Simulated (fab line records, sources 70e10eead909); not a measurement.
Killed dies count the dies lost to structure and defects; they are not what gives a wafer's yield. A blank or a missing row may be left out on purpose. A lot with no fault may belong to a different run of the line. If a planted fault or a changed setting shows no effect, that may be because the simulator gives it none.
Which tool was responsible? :: flow nand harc :: 13 lots, 35 wafers sampled, at 1 step of a route of 1159

## WHAT EACH GAUGE READ, for each wafer
NHARC_P_CONTACT_OVL_MEAS_13. Usual: overlay x nm -0.4 nm, standard deviation 0.83; overlay y nm -0.3 nm, standard deviation 0.97.
lot: L874
measured: day 5 14:22
on: overlay-02
overlay x nm (nm): 1.5 1.4 0.9
overlay y nm (nm): -1.2 -1.5 -1.8
flag: 

lot: L877
measured: day 6 09:21
on: overlay-02
overlay x nm (nm): 0.4 0.2 0.0
overlay y nm (nm): -0.9 -1.3 -0.8
flag: 

lot: L880
measured: day 7 11:12
on: overlay-01
overlay x nm (nm): -1.4 -1.6 -1.3
overlay y nm (nm): -0.2 0.5 0.2
flag: 

lot: L883
measured: day 8 05:23
on: overlay-01
overlay x nm (nm): -0.8
overlay y nm (nm): -1.3
flag: 

lot: L884
measured: day 8 06:10
on: overlay-01
overlay x nm (nm): -1.1
overlay y nm (nm): -0.8
flag: 

lot: L886
measured: day 8 21:51
on: overlay-01
overlay x nm (nm): 1.1 0.5 0.6
overlay y nm (nm): -1.8 -2.2 -2.2
flag: 

lot: L888
measured: day 9 00:46
on: overlay-01
overlay x nm (nm): -1.3 -0.8 -0.4
overlay y nm (nm): -0.8 -1.3 -1.6
flag: 

lot: L891
measured: day 10 05:38
on: overlay-01
overlay x nm (nm): 0.0 0.5 0.3
overlay y nm (nm): -0.2 -0.9 -0.4
flag: 

lot: L892
measured: day 10 15:50
on: overlay-02
overlay x nm (nm): 0.0 0.3 0.0
overlay y nm (nm): 0.0 -0.1 0.3
flag: 

lot: L893
measured: day 10 15:59
on: overlay-02
overlay x nm (nm): -1.3 -2.2 -0.7
overlay y nm (nm): -1.5 -1.2 -1.5
flag: 

lot: L894
measured: day 10 21:14
on: overlay-01
overlay x nm (nm): -1.2 -1.8 -1.3
overlay y nm (nm): 1.1 0.8 1.1
flag: 

lot: L895
measured: day 10 22:08
on: overlay-01
overlay x nm (nm): -1.1 -1.6 -1.1
overlay y nm (nm): 0.8 -0.2 -0.1
flag: 

lot: L896
measured: day 11 07:52
on: overlay-01
overlay x nm (nm): 0.5 0.9 1.2
overlay y nm (nm): 1.1 1.8 1.0
flag: 

## WHAT TOOL EACH LOT RAN ON (gives the tool, then ch and the chambers of the sampled wafers, and finally the start)
Before these readings, the record contains no process step.

## WHAT THE TOOLS THEMSELVES READ (means of the sampled wafers that have a number; where no wafer has one, the mark that the record gives instead)
The record holds no such reading with a usual standard deviation.

## THE ANSWER, worked out from the rows above alone
Rule: lot off if the mean of its wafers having a number is beyond 3 standard deviations from the usual mean. Also off: a lot with no number at a reading for which 4 or more lots have one. All remaining lots with rows at the step are treated as sound. The gauges are gone through in route order, then the tools' own readings, and for those a lot's mean is taken as printed above. At the first step where some lot is off, the reading lying furthest off is the one used; lots without a number count as furthest.
Nothing can be told from this: no lot is off at any reading shown.

## WHAT THE SIMULATOR HAD INSERTED
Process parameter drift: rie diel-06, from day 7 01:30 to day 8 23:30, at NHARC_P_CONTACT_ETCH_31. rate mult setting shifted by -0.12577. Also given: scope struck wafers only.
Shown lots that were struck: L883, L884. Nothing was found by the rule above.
